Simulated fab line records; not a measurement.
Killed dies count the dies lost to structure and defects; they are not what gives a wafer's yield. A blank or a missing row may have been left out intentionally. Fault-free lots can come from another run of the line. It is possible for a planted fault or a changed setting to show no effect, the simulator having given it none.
fab line records / flow n5_finfet
record: lots: 4 wafers: 12 last_day: 16
route steps=1938 shown SD_EPI_N@274 SD_EPI_P@295 SD_ACTIVATION@332 MOL_CONTACT_COAG@537
lots that met no fault: from a run of the same line without faults
start_h: hours from the record's opening day to when the first of the lot's shown wafers began / wait_h: time in hours since the lot's previous step / " repeats the value in the row above / L1.1+2: several wafers, shown together as one row / - no value, or no start was given / * or withheld: withheld / < > ~ a bound
route shown NAME@n: names a module that has steps shown in the file, with the first one's number in the route / usual: the fault-free wafers' mean and standard deviation / same: alike in all rows / chamber/n: place in a boat / sites: the reading at each site / _std_site: standard deviation across them / _edge_site: the outer-site mean with the inner-site mean subtracted / radius_mm: for every site, how far away it sits from the centre of the wafer / mask NAME#n: copy n / behind: the last tool/chamber to shape the wafer / hold: the reason the lot was held/the length of the hold in hours/how it ended / device: the transistor (n, p or np) that didn't switch / end of line: the tests these same wafers got at the end of their route / a step without rows: its recipe alone / killed: the dies lost at the first sort to structure and to defects; this is not the yield of the wafer / map: per-die view of a wafer (x killed, . not killed, _ where there is no die)
set.NAME: setting as actually run; set.NAME@STEP: the setting as run at that earlier step / model.NAME: the simulator's own value behind a step, which no gauge read
lots seen at some steps along the route; tables by step, rows by wafer
services: when a tool's chamber went out of use (start_h, in hours from the record's first day, below 0 if earlier), for how many hours, and the reason
== steps ==
step: N5_SD_EPI_N_ETCH_34
recipe: chemistry: CF4 target: SiARC target_depth_a: 455 mask_material: CAR-ArF-block time_s: 75.8 ion_energy_ev: 80 pressure_mtorr: 40 source_w: 545 bias_w: 36 Ar_flow_sccm: 100 cf4_flow_sccm: 100 ends: cleared
step: N5_SD_EPI_N_ETCH_35
recipe: chemistry: N2/H2 target: SOC overetch_a: 1080 mask_material: SiARC temp_c: 40 ion_energy_ev: 100 source_w: 3000 bias_w: 133 pressure_mtorr: 20 time_s: 486 n2_flow_sccm: 200 h2_flow_sccm: 200
step: N5_SD_EPI_N_STRIP_36
recipe: chemistry: N2/H2 temp_c: 40 n2_flow_sccm: 200 h2_flow_sccm: 200 rf_frequency_hz: 6e+07
step: N5_SD_EPI_N_ETCHBACK_44
recipe: chemistry: CH3F/O2 mode: anisotropic_etchback target: SiNx target_depth_a: 145 stop_on: SiO2 over_etch_frac: 0.3 ion_energy_ev: 120 pressure_mtorr: 30 source_w: 395 bias_w: 73 Ar_flow_sccm: 150 CH3F_flow_sccm: 30 O2_flow_sccm: 20
step: N5_SD_EPI_N_ETCH_45
recipe: chemistry: CH3F/O2 target: SiOCN target_depth_a: 60 mask_material: SOC ion_energy_ev: 60 bias_w: 29 pressure_mtorr: 15 source_w: 410 Ar_flow_sccm: 150 CH3F_flow_sccm: 30 O2_flow_sccm: 20
step: N5_SD_EPI_N_ETCH_16
recipe: chemistry: CHF3/O2 target: SiO2 target_depth_a: 50 mask_material: SOC pressure_mtorr: 30 source_w: 650 bias_w: 170 Ar_flow_sccm: 200 CHF3_flow_sccm: 50 O2_flow_sccm: 5 ion_energy_ev: 200
step: N5_SD_EPI_N_STRIP_47
recipe: chemistry: CHF3/O2 resist: SiARC rf_frequency_hz: 6e+07
step: N5_SD_EPI_N_SD_RECESS_17
recipe: chemistry: HBr/Cl2/O2 target_depth_a: 410 mask_material: SOC time_s: 23.7 bt_time_s: 3 pressure_mtorr: 10 icp_w: 800 bias_w: 112 HBr_flow_sccm: 150 Cl2_flow_sccm: 80 O2_flow_sccm: 12
step: N5_SD_EPI_N_STRIP_38
recipe: chemistry: N2/H2 power_w: 1000 temp_c: 250 h2_frac: 0.65 overash_fraction: 0.3 pressure_mtorr: withheld n2_flow_sccm: 1750 h2_flow_sccm: 3250
step: N5_SD_EPI_N_WET_ETCH_43
recipe: chemistry: dHF dilution: withheld time_s: 14 target: SiO2 target_depth_a: 15 temp_c: 25
step: N5_SD_EPI_N_STRIP_18
recipe: chemistry: SPM time_s: 750 temp_c: 130 h2so4_h2o2_vol_ratio: 4
step: N5_SD_EPI_N_SRD_20
recipe: dry: ipa_marangoni do_ppb: 5 time_s: 30 temp_c: 23 rinse_liquid: diw
step: N5_SD_EPI_N_PRECLEAN_48
recipe: chemistry: NF3:NH3 afs_cycles: 2 temp_c: 30 time_s: 20 sublimation_temp_c: 180 sublimation_time_s: 60 pressure_torr: 3 rf_power_w: 30
usual: afs_cycles: 2/0 chamber_pressure_Torr: 2.999/0.0072 sublimation_time_s: 60/0
lot.wafer=L786.2 tool=epi_rpcvd-02 chamber=0 start_h=156.62 wait_h=0.1 afs_cycles=2 chamber_pressure_Torr=2.996 sublimation_time_s=60 model.SiNx_of_SPACER0_ALD_08.thk_nm=1.4
lot.wafer=L786.3 tool=epi_rpcvd-02 chamber=0 start_h=156.62 wait_h=0.1 afs_cycles=2 chamber_pressure_Torr=2.992 sublimation_time_s=60 model.SiNx_of_SPACER0_ALD_08.thk_nm=1.4
lot.wafer=L786.6 tool=epi_rpcvd-02 chamber=0 start_h=156.62 wait_h=0.1 afs_cycles=2 chamber_pressure_Torr=2.998 sublimation_time_s=60 model.SiNx_of_SPACER0_ALD_08.thk_nm=1.4
lot.wafer=L788.2 tool=epi_rpcvd-02 chamber=- start_h=164.46 wait_h=0.1 afs_cycles=- chamber_pressure_Torr=- sublimation_time_s=- model.SiNx_of_SPACER0_ALD_08.thk_nm=1.6
lot.wafer=L788.5 tool=epi_rpcvd-02 chamber=- start_h=164.46 wait_h=0.1 afs_cycles=- chamber_pressure_Torr=- sublimation_time_s=- model.SiNx_of_SPACER0_ALD_08.thk_nm=1.4
lot.wafer=L788.6 tool=epi_rpcvd-02 chamber=- start_h=164.46 wait_h=0.1 afs_cycles=- chamber_pressure_Torr=- sublimation_time_s=- model.SiNx_of_SPACER0_ALD_08.thk_nm=1.6
lot.wafer=L789.1 tool=epi_rpcvd-04 chamber=- start_h=174.74 wait_h=0.0 afs_cycles=- chamber_pressure_Torr=- sublimation_time_s=- model.SiNx_of_SPACER0_ALD_08.thk_nm=1.6
lot.wafer=L789.4 tool=epi_rpcvd-04 chamber=- start_h=174.74 wait_h=0.0 afs_cycles=- chamber_pressure_Torr=- sublimation_time_s=- model.SiNx_of_SPACER0_ALD_08.thk_nm=1.6
lot.wafer=L789.5 tool=epi_rpcvd-04 chamber=- start_h=174.74 wait_h=0.0 afs_cycles=- chamber_pressure_Torr=- sublimation_time_s=- model.SiNx_of_SPACER0_ALD_08.thk_nm=1.6
lot.wafer=L790.4 tool=epi_rpcvd-03 chamber=0 start_h=175.58 wait_h=0.3 afs_cycles=2 chamber_pressure_Torr=3.000 sublimation_time_s=60 model.SiNx_of_SPACER0_ALD_08.thk_nm=1.4
lot.wafer=L790.5 tool=epi_rpcvd-03 chamber=0 start_h=175.58 wait_h=0.3 afs_cycles=2 chamber_pressure_Torr=3.009 sublimation_time_s=60 model.SiNx_of_SPACER0_ALD_08.thk_nm=1.2
lot.wafer=L790.6 tool=epi_rpcvd-03 chamber=0 start_h=175.58 wait_h=0.3 afs_cycles=2 chamber_pressure_Torr=3.009 sublimation_time_s=60 model.SiNx_of_SPACER0_ALD_08.thk_nm=1.4
step: N5_SD_EPI_N_VAPOR_ETCH_50
recipe: chemistry: HCl target: Si temp_c: 775 time_s: 54 pressure_torr: 20 mode: isotropic
step: N5_SD_EPI_N_EPI_21
recipe: material: Si:P dopant: P temp_c: 680 pressure_torr: 255 time_s: 690
lot.wafer=L786.2 tool=epi_rpcvd-02 chamber=0 start_h=157.38 wait_h=0.4 model.Si-P_of_SD_EPI_N_EPI_21.thk_nm=59
lot.wafer=L786.3 tool=epi_rpcvd-02 chamber=0 start_h=157.38 wait_h=0.4 model.Si-P_of_SD_EPI_N_EPI_21.thk_nm=59.4
lot.wafer=L786.6 tool=epi_rpcvd-02 chamber=0 start_h=157.38 wait_h=0.4 model.Si-P_of_SD_EPI_N_EPI_21.thk_nm=58.8
lot.wafer=L788.2 tool=epi_rpcvd-02 chamber=0 start_h=165.47 wait_h=0.5 model.Si-P_of_SD_EPI_N_EPI_21.thk_nm=0.8
lot.wafer=L788.5 tool=epi_rpcvd-02 chamber=0 start_h=166.59 wait_h=1.5 model.Si-P_of_SD_EPI_N_EPI_21.thk_nm=1.6
lot.wafer=L788.6 tool=epi_rpcvd-02 chamber=0 start_h=166.59 wait_h=1.5 model.Si-P_of_SD_EPI_N_EPI_21.thk_nm=1.4
lot.wafer=L789.1 tool=epi_rpcvd-04 chamber=0 start_h=175.28 wait_h=0.1 model.Si-P_of_SD_EPI_N_EPI_21.thk_nm=1
lot.wafer=L789.4+5 tool=epi_rpcvd-04 chamber=0 start_h=175.28 wait_h=0.1 model.Si-P_of_SD_EPI_N_EPI_21.thk_nm=1.2
lot.wafer=L790.4 tool=epi_rpcvd-03 chamber=0 start_h=177.18 wait_h=1.2 model.Si-P_of_SD_EPI_N_EPI_21.thk_nm=60.8
lot.wafer=L790.5 tool=epi_rpcvd-03 chamber=0 start_h=177.18 wait_h=1.2 model.Si-P_of_SD_EPI_N_EPI_21.thk_nm=60
lot.wafer=L790.6 tool=epi_rpcvd-03 chamber=0 start_h=177.18 wait_h=1.2 model.Si-P_of_SD_EPI_N_EPI_21.thk_nm=60.2
step: N5_SD_EPI_N_PRECLEAN_24
recipe: chemistry: O3/DIW time_s: 60 temp_c: 22 o3_ppm: 10
step: N5_SD_EPI_N_SRD_25
recipe: time_s: 30 temp_c: 23 rinse_liquid: diw dry: ipa_marangoni
step: N5_SD_EPI_N_PRECLEAN_49
recipe: chemistry: NF3:NH3 afs_cycles: 1 temp_c: 30 time_s: 20 sublimation_temp_c: 180 sublimation_time_s: 60 pressure_torr: 3 rf_power_w: 30
step: N5_SD_EPI_N_LINER_46
recipe: material: SiNx target_thk_a: 30 temp_c: 400 ald_precursor_family: SiH2I2 ald_co_reactant: N2/H2-plasma pressure_torr: 2
step: N5_SD_EPI_P_COAT_34
recipe: resist: SOC temp_c: 250 time_s: 60 spin_rpm: 1500 resist_thk_nm: 350
step: N5_SD_EPI_P_COAT_35
recipe: resist: SiARC temp_c: 220 time_s: 60 spin_rpm: 1500 resist_thk_nm: 35
step: N5_SD_EPI_P_COAT_03
recipe: resist: CAR-ArF-block spin_rpm: 1500 resist_thk_nm: 150
step: N5_SD_EPI_P_EBR_05
recipe: solvent: PGMEA ebr_width_mm: 1.5
step: N5_SD_EPI_P_SOFTBAKE_04
recipe: temp_c: 110 time_s: 60 resist: CAR-ArF-block
step: N5_SD_EPI_P_EXPOSE_06
recipe: mask_id: SD_P_BLK na: 1.35 source_shape: conventional sigma_outer: 0.8 polarization: unpolarized target_cd_nm: 240 dose_mj: 39.5
step: N5_SD_EPI_P_PEB_07
recipe: peb_temp_c: 110 peb_time_s: 60 resist: CAR-ArF-block
step: N5_SD_EPI_P_DEVELOP_08
recipe: develop_time_s: 30 developer: TMAH resist: CAR-ArF-block dev_temp_c: 23 rinse_liquid: diw dry: air_spin
step: N5_SD_EPI_P_DESCUM_14
recipe: chemistry: O2 time_s: 7.9 source_power_w: 50 bias_power_w: 20 pressure_mtorr: 20 rf_frequency_hz: 2.712e+07 temp_c: 40 resist: CAR-ArF-block o2_flow_sccm: 225
step: N5_SD_EPI_P_ETCH_36
recipe: chemistry: CF4 target: SiARC target_depth_a: 455 mask_material: CAR-ArF-block time_s: 75.8 ion_energy_ev: 80 pressure_mtorr: 40 source_w: 545 bias_w: 36 Ar_flow_sccm: 100 cf4_flow_sccm: 100 ends: cleared
step: N5_SD_EPI_P_ETCH_37
recipe: chemistry: N2/H2 target: SOC overetch_a: 1080 mask_material: SiARC temp_c: 40 ion_energy_ev: 100 source_w: 3000 bias_w: 133 pressure_mtorr: 20 time_s: 486 n2_flow_sccm: 200 h2_flow_sccm: 200 ends: end_point
step: N5_SD_EPI_P_STRIP_38
recipe: chemistry: N2/H2 temp_c: 40 n2_flow_sccm: 200 h2_flow_sccm: 200 rf_frequency_hz: 6e+07
step: N5_SD_EPI_P_ETCHBACK_46
recipe: chemistry: CH3F/O2 mode: anisotropic_etchback target: SiNx target_depth_a: 175 stop_on: SiO2 over_etch_frac: 0.3 ion_energy_ev: 120 pressure_mtorr: 30 source_w: 395 bias_w: 73 Ar_flow_sccm: 150 CH3F_flow_sccm: 30 O2_flow_sccm: 20
step: N5_SD_EPI_P_ETCH_47
recipe: chemistry: CH3F/O2 target: SiOCN target_depth_a: 250 mask_material: SOC ion_energy_ev: 60 bias_w: 29 pressure_mtorr: 30 source_w: 410 Ar_flow_sccm: 150 CH3F_flow_sccm: 30 O2_flow_sccm: 20
step: N5_SD_EPI_P_ETCH_16
recipe: chemistry: CHF3/O2 target: SiO2 target_depth_a: 50 mask_material: SOC pressure_mtorr: 30 source_w: 650 bias_w: 170 Ar_flow_sccm: 200 CHF3_flow_sccm: 50 O2_flow_sccm: 5 ion_energy_ev: 200
step: N5_SD_EPI_P_STRIP_50
recipe: chemistry: CHF3/O2 resist: SiARC rf_frequency_hz: 6e+07
step: N5_SD_EPI_P_SD_RECESS_17
recipe: chemistry: HBr/Cl2/O2 target_depth_a: 391 bt_time_s: 3 pressure_mtorr: 10 icp_w: 800 bias_w: 112 HBr_flow_sccm: 150 Cl2_flow_sccm: 80 O2_flow_sccm: 12
step: N5_SD_EPI_P_WET_ETCH_45
recipe: chemistry: dHF dilution: withheld time_s: 10.7 target: SiO2 target_depth_a: 20 temp_c: 25 dry: ipa_marangoni rinse_time_s: 30 rinse_temp_c: 23
step: N5_SD_ACTIVATION_RS_MEAS_03
recipe: thk_meas_gauge: four-point-probe
usual: RS_SD_N: 21.94/0.27 RS_SD_P: 56.1/0.82
lot.wafer=L786.2 tool=film_metro-01 chamber=- start_h=163.90 wait_h=0.2 RS_SD_N[ohm/sq]=21.86 RS_SD_P[ohm/sq]=54.9
lot.wafer=L786.3 tool=film_metro-01 chamber=- start_h=163.90 wait_h=0.2 RS_SD_N[ohm/sq]=21.65 RS_SD_P[ohm/sq]=55.3
lot.wafer=L786.6 tool=film_metro-01 chamber=- start_h=163.90 wait_h=0.2 RS_SD_N[ohm/sq]=21.92 RS_SD_P[ohm/sq]=55.2
lot.wafer=L788.2 tool=film_metro-02 chamber=- start_h=173.34 wait_h=0.2 RS_SD_N[ohm/sq]=- RS_SD_P[ohm/sq]=56.2
lot.wafer=L788.5 tool=film_metro-02 chamber=- start_h=173.34 wait_h=0.2 RS_SD_N[ohm/sq]=- RS_SD_P[ohm/sq]=56.3
lot.wafer=L788.6 tool=film_metro-02 chamber=- start_h=173.34 wait_h=0.2 RS_SD_N[ohm/sq]=- RS_SD_P[ohm/sq]=55.6
lot.wafer=L789.1 tool=film_metro-02 chamber=- start_h=183.19 wait_h=0.2 RS_SD_N[ohm/sq]=- RS_SD_P[ohm/sq]=55.0
lot.wafer=L789.4 tool=film_metro-02 chamber=- start_h=183.19 wait_h=0.2 RS_SD_N[ohm/sq]=- RS_SD_P[ohm/sq]=55.6
lot.wafer=L789.5 tool=film_metro-02 chamber=- start_h=183.19 wait_h=0.2 RS_SD_N[ohm/sq]=- RS_SD_P[ohm/sq]=56.1
lot.wafer=L790.4 tool=film_metro-02 chamber=- start_h=183.62 wait_h=0.1 RS_SD_N[ohm/sq]=21.26 RS_SD_P[ohm/sq]=55.4
lot.wafer=L790.5 tool=film_metro-02 chamber=- start_h=183.62 wait_h=0.1 RS_SD_N[ohm/sq]=21.41 RS_SD_P[ohm/sq]=55.4
lot.wafer=L790.6 tool=film_metro-02 chamber=- start_h=183.62 wait_h=0.1 RS_SD_N[ohm/sq]=21.58 RS_SD_P[ohm/sq]=55.0
step: N5_MOL_CONTACT_COAG_ETCH_15
recipe: chemistry: CH3F/O2 target: SiNx target_depth_a: 70 mask_material: SOC stop_on: Si:P over_etch_frac: 0.75 ion_energy_ev: 120 pressure_mtorr: 30 source_w: 395 bias_w: 73 Ar_flow_sccm: 150 CH3F_flow_sccm: 30 O2_flow_sccm: 20
usual: chamber_pressure_mTorr: 30.003/0.029 drypump_motor_current_A: 5.6/0.54 mfc_ar_sccm: 150.0/0.43 oes_ar_750_au: 0.82/0.098 oes_product_au: 0.60/0.069 rf_vpp_V: 295/5.3 showerhead_plenum_p_Torr: 2.00/0.079 throttle_valve_pct: 16.33/0.24
lot.wafer=L786.2 tool=rie_diel-06 chamber=3 start_h=193.68 wait_h=0.0 chamber_pressure_mTorr=30.028 drypump_motor_current_A=5.6 mfc_ar_sccm=149.9 oes_ar_750_au=0.81 oes_product_au=0.58 rf_hours_counter_h=97 rf_vpp_V=292 showerhead_plenum_p_Torr=1.94 throttle_valve_pct=16.45 model.Si-P_of_SD_EPI_N_EPI_21.thk_nm=58.2
lot.wafer=L786.3 tool=rie_diel-06 chamber=1 start_h=193.68 wait_h=0.0 chamber_pressure_mTorr=30.016 drypump_motor_current_A=6.3 mfc_ar_sccm=150.8 oes_ar_750_au=0.92 oes_product_au=0.66 rf_hours_counter_h=23 rf_vpp_V=298 showerhead_plenum_p_Torr=1.96 throttle_valve_pct=16.05 model.Si-P_of_SD_EPI_N_EPI_21.thk_nm=58.6
lot.wafer=L786.6 tool=rie_diel-06 chamber=0 start_h=193.68 wait_h=0.0 chamber_pressure_mTorr=29.987 drypump_motor_current_A=5.7 mfc_ar_sccm=149.6 oes_ar_750_au=0.85 oes_product_au=0.62 rf_hours_counter_h=- rf_vpp_V=296 showerhead_plenum_p_Torr=2.13 throttle_valve_pct=16.18 model.Si-P_of_SD_EPI_N_EPI_21.thk_nm=58
lot.wafer=L788.2 tool=rie_diel-02 chamber=2 start_h=203.60 wait_h=0.0 chamber_pressure_mTorr=30.008 drypump_motor_current_A=5.8 mfc_ar_sccm=150.3 oes_ar_750_au=0.87 oes_product_au=0.65 rf_hours_counter_h=31 rf_vpp_V=304 showerhead_plenum_p_Torr=2.05 throttle_valve_pct=16.21 model.Si-P_of_SD_EPI_N_EPI_21.thk_nm=0.8
lot.wafer=L788.5 tool=rie_diel-02 chamber=3 start_h=203.60 wait_h=0.0 chamber_pressure_mTorr=30.013 drypump_motor_current_A=6.2 mfc_ar_sccm=149.2 oes_ar_750_au=0.95 oes_product_au=0.69 rf_hours_counter_h=- rf_vpp_V=293 showerhead_plenum_p_Torr=1.96 throttle_valve_pct=16.23 model.Si-P_of_SD_EPI_N_EPI_21.thk_nm=1.6
lot.wafer=L788.6 tool=rie_diel-02 chamber=0 start_h=203.60 wait_h=0.0 chamber_pressure_mTorr=29.947 drypump_motor_current_A=5.5 mfc_ar_sccm=149.8 oes_ar_750_au=0.88 oes_product_au=0.64 rf_hours_counter_h=- rf_vpp_V=290 showerhead_plenum_p_Torr=2.14 throttle_valve_pct=16.30 model.Si-P_of_SD_EPI_N_EPI_21.thk_nm=1.4
lot.wafer=L790.4 tool=rie_diel-01 chamber=0 start_h=214.08 wait_h=0.0 chamber_pressure_mTorr=30.010 drypump_motor_current_A=4.7 mfc_ar_sccm=149.7 oes_ar_750_au=0.71 oes_product_au=0.53 rf_hours_counter_h=215 rf_vpp_V=293 showerhead_plenum_p_Torr=1.96 throttle_valve_pct=16.24 model.Si-P_of_SD_EPI_N_EPI_21.thk_nm=59.8
lot.wafer=L790.5 tool=rie_diel-01 chamber=2 start_h=214.08 wait_h=0.0 chamber_pressure_mTorr=29.974 drypump_motor_current_A=6.2 mfc_ar_sccm=149.9 oes_ar_750_au=0.92 oes_product_au=0.66 rf_hours_counter_h=- rf_vpp_V=295 showerhead_plenum_p_Torr=2.05 throttle_valve_pct=16.19 model.Si-P_of_SD_EPI_N_EPI_21.thk_nm=59.2
lot.wafer=L790.6 tool=rie_diel-01 chamber=3 start_h=214.08 wait_h=0.0 chamber_pressure_mTorr=30.011 drypump_motor_current_A=5.4 mfc_ar_sccm=150.2 oes_ar_750_au=0.86 oes_product_au=0.64 rf_hours_counter_h=- rf_vpp_V=305 showerhead_plenum_p_Torr=1.95 throttle_valve_pct=16.14 model.Si-P_of_SD_EPI_N_EPI_21.thk_nm=59.4
== services ==
tool=rie_diel-01 chamber=2 start_h=147.45 hours=- kind=clean
tool=rie_diel-01 chamber=2 start_h=147.45 hours=- kind=consumable_replace:focus_ring
tool=rie_diel-01 chamber=2 start_h=147.45 hours=14.8 kind=scheduled_down
tool=rie_diel-01 chamber=2 start_h=147.45 hours=14.8 kind=vent_cycle
tool=rie_diel-02 chamber=3 start_h=148.32 hours=- kind=clean
tool=rie_diel-02 chamber=3 start_h=148.32 hours=- kind=consumable_replace:focus_ring
tool=rie_diel-01 chamber=- start_h=148.96 hours=0.1 kind=repair
tool=rie_diel-02 chamber=1 start_h=158.46 hours=5.5 kind=repair
== key ==
first_sign: step: N5_SD_EPI_N_PRECLEAN_48 reading: tool_record direction: missing
effect: step: N5_SD_ACTIVATION_RS_MEAS_03 reading: RS_SD_N direction: missing
model_effect: step: N5_SD_EPI_N_PRECLEAN_48 value: SiNx_of_SPACER0_ALD_08.thk_nm without: 1.3 struck: 1.567
model_effect: step: N5_SD_EPI_N_EPI_21 value: Si-P_of_SD_EPI_N_EPI_21.thk_nm without: 58.67 struck: 1.2
model_effect: step: N5_MOL_CONTACT_COAG_ETCH_15 value: Si-P_of_SD_EPI_N_EPI_21.thk_nm without: 58.1 struck: 1.1
met_at N5_SD_EPI_N_PRECLEAN_48
struck_wafers L788.2,L788.5,L788.6,L789.1,L789.4,L789.5
rows_end L788.2,L788.5,L788.6,L789.1,L789.4,L789.5
onset_between 156.62 164.46
fault: kind: skipped_step_whole tool: epi_rpcvd-02,epi_rpcvd-04 chamber: - onset_h: 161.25 steps: N5_SD_EPI_N_PRECLEAN_48 scope: struck_lots_only
rows_end: these wafers met a further fault down the route, and their rows from its step on are left out
